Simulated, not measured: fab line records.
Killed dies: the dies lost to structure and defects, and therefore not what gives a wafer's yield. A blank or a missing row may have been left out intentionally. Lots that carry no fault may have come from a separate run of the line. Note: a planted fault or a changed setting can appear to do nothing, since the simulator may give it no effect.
Check of tool commonality :: flow nand_harc :: 5 lots, 15 wafers sampled

== WHAT PROMPTED THE OPENING ==
On 2 of the 5 lots, a flag is raised at NHARC_END_SORT_01 on the reading killed_at_array. Wafers without a fault read 56, standard deviation 17.
Rule: a lot gets a flag if all its wafers with a number sit over 4 standard deviations from that mean, or if no wafer of it has a number. The rest of the lots are taken to be sound.

lot: L618
measured: day 25 18:31
on: prober-02
killed_at_array, wafer by wafer: 673 668 668
flag: FLAGGED

lot: L619
measured: day 26 18:23
on: prober-01
killed_at_array, wafer by wafer: 675 675 673
flag: FLAGGED

lot: L621
measured: day 27 08:07
on: prober-01
killed_at_array, wafer by wafer: 59 63 60
flag: 

lot: L629
measured: day 31 12:11
on: prober-01
killed_at_array, wafer by wafer: 68 74 69
flag: 

lot: L628
measured: day 31 21:36
on: prober-01
killed_at_array, wafer by wafer: 79 57 86
flag: 
The numbers of the flagged lots are 672 on average: +616 against the usual, or +36 standard deviations.

== TOOL THAT RAN EACH LOT ==
4 process steps preceding the reading are held in the record, out of 1302 steps in the route. In each cell: the tool, then ch and the chambers that the sampled wafers went through, then the start.
lot: L618
flag: FLAGGED
NHARC_A_CHANNEL_HOLE_D2_STRIP_43: rie_diel-06 ch 1,2, day 15 00:33
NHARC_A_M1_DEP_33: no row
NHARC_A_BONDPAD_ETCH_34: no row
NHARC_THIN_TSV_DESCUM_14: no row

lot: L619
flag: FLAGGED
NHARC_A_CHANNEL_HOLE_D2_STRIP_43: rie_diel-06 ch 0,3, day 15 17:02
NHARC_A_M1_DEP_33: no row
NHARC_A_BONDPAD_ETCH_34: no row
NHARC_THIN_TSV_DESCUM_14: no row

lot: L621
flag: 
NHARC_A_CHANNEL_HOLE_D2_STRIP_43: rie_diel-06 ch 0,1,3, day 16 06:43
NHARC_A_M1_DEP_33: pecvd-04 ch 1,2, day 26 01:44
NHARC_A_BONDPAD_ETCH_34: rie_diel-03 ch 0,1,2, day 26 04:21
NHARC_THIN_TSV_DESCUM_14: rie_diel-09 ch 0,3, day 26 18:27

lot: L629
flag: 
NHARC_A_CHANNEL_HOLE_D2_STRIP_43: rie_diel-01 ch 0,1, day 20 02:39
NHARC_A_M1_DEP_33: pecvd-04 ch 0,1, day 30 00:55
NHARC_A_BONDPAD_ETCH_34: rie_diel-03 ch 2,3, day 30 02:56
NHARC_THIN_TSV_DESCUM_14: rie_diel-09 ch 1,3, day 30 19:57

lot: L628
flag: 
NHARC_A_CHANNEL_HOLE_D2_STRIP_43: rie_diel-01 ch 0,3, day 19 17:52
NHARC_A_M1_DEP_33: pecvd-02 ch 0,1,2, day 29 21:40
NHARC_A_BONDPAD_ETCH_34: rie_diel-12 ch 0,3, day 29 23:37
NHARC_THIN_TSV_DESCUM_14: rie_diel-02 ch 2,3, day 30 18:46
These steps, and what they do:
- NHARC_A_CHANNEL_HOLE_D2_STRIP_43: strips in O2/COS.
- NHARC_A_M1_DEP_33: deposits SiCN, target thk 30 nm.
- NHARC_A_BONDPAD_ETCH_34: etches the open film in N2/H2, target depth 60 nm, overetch 18 nm, time 65.91 s.
- NHARC_THIN_TSV_DESCUM_14: chemistry O2, time 3 s.
- NHARC_END_SORT_01

== FLAGGED AGAINST TOTAL, ONE TOOL AT A TIME (gauges that did the reading follow at the end) ==
step: NHARC_A_CHANNEL_HOLE_D2_STRIP_43
tool: rie_diel-01
lots run: 2
flagged: 0
share of the flagged lots: none
sound lots run after its first flagged lot: -

step: NHARC_A_CHANNEL_HOLE_D2_STRIP_43
tool: rie_diel-06
lots run: 3
flagged: 2
share of the flagged lots: all
sound lots run after its first flagged lot: 1 (L621)

step: NHARC_A_M1_DEP_33
tool: pecvd-02
lots run: 1
flagged: 0
share of the flagged lots: none
sound lots run after its first flagged lot: -

step: NHARC_A_M1_DEP_33
tool: pecvd-04
lots run: 2
flagged: 0
share of the flagged lots: none
sound lots run after its first flagged lot: -

step: NHARC_A_BONDPAD_ETCH_34
tool: rie_diel-03
lots run: 2
flagged: 0
share of the flagged lots: none
sound lots run after its first flagged lot: -

step: NHARC_A_BONDPAD_ETCH_34
tool: rie_diel-12
lots run: 1
flagged: 0
share of the flagged lots: none
sound lots run after its first flagged lot: -

step: NHARC_THIN_TSV_DESCUM_14
tool: rie_diel-02
lots run: 1
flagged: 0
share of the flagged lots: none
sound lots run after its first flagged lot: -

step: NHARC_THIN_TSV_DESCUM_14
tool: rie_diel-09
lots run: 2
flagged: 0
share of the flagged lots: none
sound lots run after its first flagged lot: -

step: NHARC_END_SORT_01
tool: prober-01
lots run: 4
flagged: 1
share of the flagged lots: some
sound lots run after its first flagged lot: 3 (L621,L629,L628)

step: NHARC_END_SORT_01
tool: prober-02
lots run: 1
flagged: 1
share of the flagged lots: some
sound lots run after its first flagged lot: 0

== WHAT IS ALLOWED BY THE TABLE ==
In the table, 1 row covers all flagged lots: rie_diel-06 at NHARC_A_CHANNEL_HOLE_D2_STRIP_43.
- rie_diel-06 at NHARC_A_CHANNEL_HOLE_D2_STRIP_43: 2 of its 3 lots flagged. After the first flagged lot (L621), sound lots still ran on it; a lasting fault on the whole tool would not permit that.
Not one row of the table ran every flagged lot while running no sound lot after the first.

== WHAT HAD BEEN PUT IN BY THE SIMULATOR ==
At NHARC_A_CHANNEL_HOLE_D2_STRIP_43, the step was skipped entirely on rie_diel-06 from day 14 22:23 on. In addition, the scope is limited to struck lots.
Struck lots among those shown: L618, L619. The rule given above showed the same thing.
